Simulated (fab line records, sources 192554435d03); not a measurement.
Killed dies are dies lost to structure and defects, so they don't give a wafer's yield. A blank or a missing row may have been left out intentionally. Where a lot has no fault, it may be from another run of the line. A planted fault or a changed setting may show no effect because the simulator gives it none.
Split-lot trial / flow n5_finfet / route with 1938 steps; 7 lots, 21 wafers read

== SPLIT DETAILS ==
At N5_BEOL_M10_VIA_ETCH_34 (etches SiCOH lowk in C4F6/O2, target depth 184.5 nm, time 69.2 s), the setting time_s was moved away from the recipe's 69.2 s on 4 of the 21 wafers read, by -13.9% to +7.3%. The other wafers ran this setting at the recipe's value.

Reading taken at the split's own step.

== THE READING ==
etch.depth_nm (the simulator's own value, which no gauge read), in nm, at N5_BEOL_M10_VIA_ETCH_34 (etches SiCOH lowk in C4F6/O2, target depth 184.5 nm, time 69.2 s). There is no usual value for it anywhere in the file. Average 184.5 nm, standard deviation 4.1 nm, over the 17 wafers here run with the recipe.

wafer=L074.2; tool, chamber at the split=rie_diel-04, 2; time_s as run, s=69.2; against the recipe=recipe; etch.depth_nm, nm=188.2; against lot-mates on the recipe=-
wafer=L074.4; tool, chamber at the split=rie_diel-04, 0; time_s as run, s=59.6; against the recipe=-13.9%; etch.depth_nm, nm=164.4; against lot-mates on the recipe=-23.4
wafer=L074.5; tool, chamber at the split=rie_diel-04, 2; time_s as run, s=69.2; against the recipe=recipe; etch.depth_nm, nm=187.4; against lot-mates on the recipe=-
wafer=L079.1; tool, chamber at the split=rie_diel-01, 3; time_s as run, s=69.2; against the recipe=recipe; etch.depth_nm, nm=180.3; against lot-mates on the recipe=-
wafer=L079.2; tool, chamber at the split=rie_diel-01, 2; time_s as run, s=69.2; against the recipe=recipe; etch.depth_nm, nm=176.6; against lot-mates on the recipe=-
wafer=L079.6; tool, chamber at the split=rie_diel-01, 1; time_s as run, s=69.2; against the recipe=recipe; etch.depth_nm, nm=181.1; against lot-mates on the recipe=-
wafer=L086.2; tool, chamber at the split=rie_diel-06, 2; time_s as run, s=69.2; against the recipe=recipe; etch.depth_nm, nm=188.8; against lot-mates on the recipe=-
wafer=L086.5; tool, chamber at the split=rie_diel-06, 2; time_s as run, s=69.2; against the recipe=recipe; etch.depth_nm, nm=188.9; against lot-mates on the recipe=-
wafer=L086.6; tool, chamber at the split=rie_diel-06, 1; time_s as run, s=69.2; against the recipe=recipe; etch.depth_nm, nm=192.5; against lot-mates on the recipe=-
wafer=L088.2; tool, chamber at the split=rie_diel-04, 3; time_s as run, s=69.2; against the recipe=recipe; etch.depth_nm, nm=185.2; against lot-mates on the recipe=-
wafer=L088.4; tool, chamber at the split=rie_diel-04, 3; time_s as run, s=69.2; against the recipe=recipe; etch.depth_nm, nm=184; against lot-mates on the recipe=-
wafer=L088.6; tool, chamber at the split=rie_diel-04, 1; time_s as run, s=69.2; against the recipe=recipe; etch.depth_nm, nm=182.1; against lot-mates on the recipe=-
wafer=L087.1; tool, chamber at the split=rie_diel-04, 3; time_s as run, s=69.2; against the recipe=recipe; etch.depth_nm, nm=181.3; against lot-mates on the recipe=-
wafer=L087.3; tool, chamber at the split=rie_diel-04, 0; time_s as run, s=74.28; against the recipe=+7.3%; etch.depth_nm, nm=202.8; against lot-mates on the recipe=+18.2
wafer=L087.4; tool, chamber at the split=rie_diel-04, 0; time_s as run, s=69.2; against the recipe=recipe; etch.depth_nm, nm=188; against lot-mates on the recipe=-
wafer=L090.3; tool, chamber at the split=rie_diel-06, 2; time_s as run, s=61.94; against the recipe=-10.5%; etch.depth_nm, nm=168.7; against lot-mates on the recipe=-19.0
wafer=L090.5; tool, chamber at the split=rie_diel-06, 1; time_s as run, s=61.94; against the recipe=-10.5%; etch.depth_nm, nm=172.6; against lot-mates on the recipe=-15.1
wafer=L090.6; tool, chamber at the split=rie_diel-06, 2; time_s as run, s=69.2; against the recipe=recipe; etch.depth_nm, nm=187.7; against lot-mates on the recipe=-
wafer=L089.1; tool, chamber at the split=rie_diel-04, 1; time_s as run, s=69.2; against the recipe=recipe; etch.depth_nm, nm=182; against lot-mates on the recipe=-
wafer=L089.3; tool, chamber at the split=rie_diel-04, 3; time_s as run, s=69.2; against the recipe=recipe; etch.depth_nm, nm=179.9; against lot-mates on the recipe=-
wafer=L089.5; tool, chamber at the split=rie_diel-04, 1; time_s as run, s=69.2; against the recipe=recipe; etch.depth_nm, nm=182.8; against lot-mates on the recipe=-

FIT RESULTS
A straight line over all 21 wafers: etch.depth_nm changes by +1.55 nm for each +1% of time_s; r = +0.87; the points scatter about the line by 4.3 nm.
The same after taking each lot's own level away (the mean of its wafers on the recipe; 21 wafers): +1.78 nm for each +1%; r = +0.97; scatter 2.2 nm.
That fit puts the effect of the largest move of time_s on the reading at 25 nm.
The span of the lots' own levels, 179.33 to 190.07 nm, comes to 2.6 times the standard deviation stated above.
Thus the slope moves with the lot-to-lot level: the two fits are different.
Check: with one of the wafers moved furthest among these (-13.9%) left out of the fit, the line predicts -24.7 nm for it against its lot-mates. It came out at -23.4 nm against them.

== THE FILE'S OWN FIT ==
etch.depth_nm changes by +1.79 nm for each +1% of time_s, r = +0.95.
